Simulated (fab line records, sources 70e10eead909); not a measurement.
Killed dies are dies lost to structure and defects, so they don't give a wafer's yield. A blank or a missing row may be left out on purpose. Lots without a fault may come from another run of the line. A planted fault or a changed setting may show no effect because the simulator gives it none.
fab line records | flow nand_harc
record lots=6 wafers=18 last_day=30
route steps=1302 shown A_SOURCE_PLATE@414 A_ONON_D1@424 END@1302
lots that met no fault: from a run of the same line without faults
start_h: hours from the record's first day to the start of the lot's first wafer shown | wait_h: hours since the lot's step before | " the same as in the row above | L1.1+2: a row that stands for several wafers | - no value, or no start given | * or withheld: withheld | < > ~ a bound
route shown NAME@n: a module of which the file shows steps, and the number in the route of the first | usual: mean/standard deviation of fault-free wafers | same: alike in all rows | chamber/n: place in a boat | sites: the reading at each site | _std_site: their standard deviation | _edge_site: outer sites' mean less inner sites' | radius_mm: how far each site lies from the wafer's centre | mask NAME#n: copy n | behind: the tool/chamber that last shaped the wafer | hold: why the lot was held/for how many hours/how that ended | device: the transistor (n, p or np) that didn't switch | end of line: the same wafers' tests at the end of the route | a step without rows: its recipe alone | killed: dies lost to structure and defects at the first sort, not the wafer's yield | map: a wafer's dies, x killed, . not, _ none there
set.NAME: the setting as run; set.NAME@STEP: as run at that earlier step | model.NAME: the simulator's own value behind a step, which no gauge read
lots at some steps of the route; a table a step, a row a wafer
services: from which hour (start_h, from the record's first day; less than 0 if before it) a tool's chamber was out of use, for how many hours, and why
## steps
# step NHARC_A_SOURCE_PLATE_SRD_01
# step NHARC_A_SOURCE_PLATE_OXIDE_02
# recipe target_thk_a=100 temp_c=900 ox_time_s=1362 material=SiO2
# step NHARC_A_SOURCE_PLATE_THK_MEAS_09
# recipe thk_meas_gauge=ellipsometry
# usual thk_nm=9.8/1.1
# columns lot.wafer tool chamber start_h wait_h thk_nm
L627.2 film_metro-02 - 157.26 0.4 11.1
L627.3 " - " " 8.3
L627.4 " - " " 9.2
L637.2 film_metro-02 - 257.00 0.4 9.2
L637.4 " - " " 11.1
L637.5 " - " " 9.8
L638.2 film_metro-01 - 264.55 0.4 9.6
L638.3 " - " " 8.3
L638.4 " - " " 8.0
L640.1 film_metro-02 - 297.57 0.4 9.7
L640.2 " - " " 8.9
L640.5 " - " " 9.6
L643.4 film_metro-02 - 322.74 0.4 10.1
L643.5 " - " " 10.6
L643.6 " - " " 11.2
L642.3 film_metro-01 - 322.74 0.4 11.9
L642.4 " - " " 8.7
L642.6 " - " " 10.8
# step NHARC_A_SOURCE_PLATE_PVD_04
# recipe target_thk_a=500 material=WSi2
# step NHARC_A_SOURCE_PLATE_CVD_03
# recipe target_thk_a=2000 temp_c=620 pressure_mtorr=200 time_s=4000 material=poly-Si
# step NHARC_A_SOURCE_PLATE_ANNEAL_05
# recipe temp_c=850 time_s=1800
# step NHARC_A_SOURCE_PLATE_THK_MEAS_06
# recipe thk_meas_gauge=ellipsometry
# usual thk_nm=200.4/2.1
# columns lot.wafer tool chamber start_h wait_h thk_nm
L627.2 film_metro-01 - 170.57 0.4 203.8
L627.3 " - " " 198.2
L627.4 " - " " 201.7
L637.2 film_metro-02 - 270.03 0.4 198.8
L637.4 " - " " 199.0
L637.5 " - " " 200.4
L638.2 film_metro-01 - 277.59 0.4 202.1
L638.3 " - " " 203.1
L638.4 " - " " 201.4
L640.1 film_metro-02 - 310.34 0.4 197.4
L640.2 " - " " 198.6
L640.5 " - " " 195.6
L642.3 film_metro-01 - 335.33 0.4 198.8
L642.4 " - " " 200.8
L642.6 " - " " 198.5
L643.4 film_metro-02 - 335.34 0.4 203.2
L643.5 " - " " 204.2
L643.6 " - " " 203.2
# step NHARC_A_SOURCE_PLATE_INSPECT_08
# usual raw_defect_count=57/22
# columns lot.wafer tool chamber start_h wait_h raw_defect_count
L627.2 defect_inspect-02 - 170.64 0.0 43
L627.3 " - " " 97
L627.4 " - " " 59
L637.2 defect_inspect-01 - 270.09 0.0 75
L637.4 " - " " 46
L637.5 " - " " 48
L638.2 defect_inspect-01 - 277.69 0.0 55
L638.3 " - " " 72
L638.4 " - " " 42
L640.1 defect_inspect-01 - 310.40 0.0 95
L640.2 " - " " 78
L640.5 " - " " 44
L642.3 defect_inspect-02 - 335.40 0.0 54
L642.4 " - " " 61
L642.6 " - " " 52
L643.4 defect_inspect-01 - 335.40 0.0 37
L643.5 " - " " 49
L643.6 " - " " 41
# step NHARC_A_ONON_D1_DEP_00
# recipe target_thk_a=10000 n2_flow_sccm=2750 n2o_flow_sccm=2000 nh3_flow_sccm=500 sih4_flow_sccm=210 temp_c=400
# step NHARC_A_ONON_D1_THK_MEAS_02
# recipe thk_meas_gauge=ellipsometry
# usual thk_nm=996/11
# columns lot.wafer tool chamber start_h wait_h thk_nm
L627.2 film_metro-02 - 171.21 - 997
L627.3 " - " " 997
L627.4 " - " " 999
L637.2 film_metro-02 - 270.70 - 998
L637.4 " - " " 999
L637.5 " - " " 999
L638.2 film_metro-02 - 278.27 - 987
L638.3 " - " " 985
L638.4 " - " " 987
L640.1 film_metro-02 - 311.18 - 1023
L640.2 " - " " 1023
L640.5 " - " " 1020
L642.3 film_metro-01 - 335.97 - 1002
L642.4 " - " " 1003
L642.6 " - " " 1002
L643.4 film_metro-02 - 335.98 - 998
L643.5 " - " " 999
L643.6 " - " " 999
# step NHARC_A_ONON_D1_DEP_03
# recipe target_thk_a=10000 n2_flow_sccm=2750 n2o_flow_sccm=2000 nh3_flow_sccm=500 sih4_flow_sccm=210 temp_c=400
# columns lot.wafer tool chamber start_h wait_h
L627.2+3+4 pecvd_onon-02 0 171.33 0.1
L637.2+4+5 pecvd_onon-03 0 271.14 0.4
L638.2+3+4 pecvd_onon-03 0 278.39 0.1
L640.1+2+5 pecvd_onon-02 0 311.24 0.1
L642.3+4+6 pecvd_onon-02 0 336.14 0.2
L643.4+5+6 pecvd_onon-03 0 336.21 0.2
# step NHARC_A_ONON_D1_THK_MEAS_05
# recipe thk_meas_gauge=ellipsometry
# usual thk_nm=1002/9.1
# columns lot.wafer tool chamber start_h wait_h thk_nm
L627.2 film_metro-02 - 171.78 - 1021
L627.3 " - " " 1020
L627.4 " - " " 1021
L637.2 film_metro-01 - 271.59 - 1000
L637.4 " - " " 644
L637.5 " - " " 1000
L638.2 film_metro-02 - 278.84 - 993
L638.3 " - " " 993
L638.4 " - " " 639
L640.1 film_metro-02 - 311.75 - 990
L640.2 " - " " 992
L640.5 " - " " 994
L642.3 film_metro-02 - 336.54 - 1011
L642.4 " - " " 1010
L642.6 " - " " 1009
L643.4 film_metro-02 - 336.55 - 999
L643.5 " - " " 1001
L643.6 " - " " 1001
# step NHARC_A_ONON_D1_DEP_06
# recipe target_thk_a=10000 n2_flow_sccm=2750 n2o_flow_sccm=2000 nh3_flow_sccm=500 sih4_flow_sccm=210 temp_c=400
# step NHARC_END_SORT_01
# recipe temp_c=25
# usual killed_at_array=52/19 killed_at_other=1.0/1.2 killed_at_periphery=4.1/2.8 killed_dies=57/19 killed_open=3.1/1.7 killed_short=2.5/1.5
# same gross_dies=677
# columns lot.wafer tool chamber start_h wait_h killed_at_array killed_at_other killed_at_periphery killed_dies killed_open killed_short
L638.4 prober-01 0 677.22 3.4 667 1 9 677 2 3
L637.4 prober-02 0 677.33 3.4 668 0 9 677 2 1
# killed by level:class
L638.4 A_ONON_D1:area_dep=644 A_CHANNEL_HOLE_D1:chamber_film_flake=9 P_GATE:chamber_film_flake=4 P_BONDPAD:chamber_film_flake=3 A_STAIRCASE:chamber_film_flake=3 A_WL_FILL:chamber_film_flake=3 A_CONTACT:chamber_film_flake=3 P_M0:geometric_particle:short=1
L637.4 A_ONON_D1:area_dep=623 A_CHANNEL_HOLE_D1:chamber_film_flake=13 A_SLIT:chamber_film_flake=10 A_CONTACT:chamber_film_flake=7 A_CHANNEL_HOLE_D2:chamber_film_flake=6 P_CONTACT:chamber_film_flake=5 A_STAIRCASE:chamber_film_flake=5 A_CHANNEL_HOLE_D2:unspecified=2
# map L637.4 (x killed, . not)
____________x____________
_________xxxxxxx_________
_______xxxxxxxxxxx_______
______xxxxxxxxxxxxx______
_____xxxxxxxxxxxxxxx_____
____xxxxxxxxxxxxxxxxx____
____xxxxxxxxxxxxxxxxx____
___xxxxxxxxxxxxxxxxxxx___
___xxxxxxxxxxxxxxxxxxx___
__xxxxxxxxxxxxxxxxxxxxx__
__xxxxxxxxxxxxxxxxxxxxx__
_xxxxxxxxxxxxxxxxxxxxxxx_
_xxxxxxxxxxxxxxxxxxxxxxx_
_xxxxxxxxxxxxxxxxxxxxxxx_
_xxxxxxxxxxxxxxxxxxxxxxx_
_xxxxxxxxxxxxxxxxxxxxxxx_
xxxxxxxxxxxxxxxxxxxxxxxxx
xxxxxxxxxxxxxxxxxxxxxxxxx
xxxxxxxxxxxxxxxxxxxxxxxxx
xxxxxxxxxxxxxxxxxxxxxxxxx
xxxxxxxxxxxxxxxxxxxxxxxxx
_xxxxxxxxxxxxxxxxxxxxxxx_
_xxxxxxxxxxxxxxxxxxxxxxx_
_xxxxxxxxxxxxxxxxxxxxxxx_
_xxxxxxxxxxxxxxxxxxxxxxx_
_xxxxxxxxxxxxxxxxxxxxxxx_
__xxxxxxxxxxxxxxxxxxxxx__
__xxxxxxxxxxxxxxxxxxxxx__
___xxxxxxxxxxxxxxxxxxx___
___xxxxxxxxxxxxxxxxxxx___
____xxxxxxxxxxxxxxxxx____
____xxxxxxxxxxxxxxxxx____
_____xxxxxxxxxxxxxxx_____
______xxxxxxxxxxxxx______
_______xxxxxxxxxxx_______
_________xxxxxxx_________
____________x____________
# map L638.4 (x killed, . not)
____________x____________
_________xxxxxxx_________
_______xxxxxxxxxxx_______
______xxxxxxxxxxxxx______
_____xxxxxxxxxxxxxxx_____
____xxxxxxxxxxxxxxxxx____
____xxxxxxxxxxxxxxxxx____
___xxxxxxxxxxxxxxxxxxx___
___xxxxxxxxxxxxxxxxxxx___
__xxxxxxxxxxxxxxxxxxxxx__
__xxxxxxxxxxxxxxxxxxxxx__
_xxxxxxxxxxxxxxxxxxxxxxx_
_xxxxxxxxxxxxxxxxxxxxxxx_
_xxxxxxxxxxxxxxxxxxxxxxx_
_xxxxxxxxxxxxxxxxxxxxxxx_
_xxxxxxxxxxxxxxxxxxxxxxx_
xxxxxxxxxxxxxxxxxxxxxxxxx
xxxxxxxxxxxxxxxxxxxxxxxxx
xxxxxxxxxxxxxxxxxxxxxxxxx
xxxxxxxxxxxxxxxxxxxxxxxxx
xxxxxxxxxxxxxxxxxxxxxxxxx
_xxxxxxxxxxxxxxxxxxxxxxx_
_xxxxxxxxxxxxxxxxxxxxxxx_
_xxxxxxxxxxxxxxxxxxxxxxx_
_xxxxxxxxxxxxxxxxxxxxxxx_
_xxxxxxxxxxxxxxxxxxxxxxx_
__xxxxxxxxxxxxxxxxxxxxx__
__xxxxxxxxxxxxxxxxxxxxx__
___xxxxxxxxxxxxxxxxxxx___
___xxxxxxxxxxxxxxxxxxx___
____xxxxxxxxxxxxxxxxx____
____xxxxxxxxxxxxxxxxx____
_____xxxxxxxxxxxxxxx_____
______xxxxxxxxxxxxx______
_______xxxxxxxxxxx_______
_________xxxxxxx_________
____________x____________
## services
# columns tool chamber start_h hours kind
pecvd_onon-02 - 185.30 13.0 pm
pecvd_onon-03 - 227.19 13.0 pm
## key
first_sign step=NHARC_A_ONON_D1_THK_MEAS_05 reading=thk_nm direction=down sigmas=39 usual=1002 struck=642
effect step=NHARC_END_SORT_01 reading=killed_dies direction=up sigmas=33 usual=57 struck=677
more_kills_born_at NHARC_A_ONON_D1_DEP_03@pecvd_onon-03=1267
met_at NHARC_A_ONON_D1_DEP_03
struck_wafers L637.4,L638.4
later_rows_left_out L637.4,L638.4
tester_left_out L637,L638
fault kind=process_parameter_drift tool=pecvd_onon-03 chamber=- onset_h=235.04 steps=NHARC_A_ONON_D1_DEP_03 channel=target_thk_a offset=* shape=step end_h=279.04 scope=struck_wafers_only acts_in=* stated=*
# tester_left_out: of these lots the tester's yield and bins aren't shown, on N5 and GAA mostly nor the transistor test; their killed dies are dies lost to structure and defects alone, not to doping, threshold or leakage, so they don't give the yield
# later_rows_left_out: the simulator's readings of these wafers behind a module that went badly wrong aren't trusted and aren't shown, but for the sort
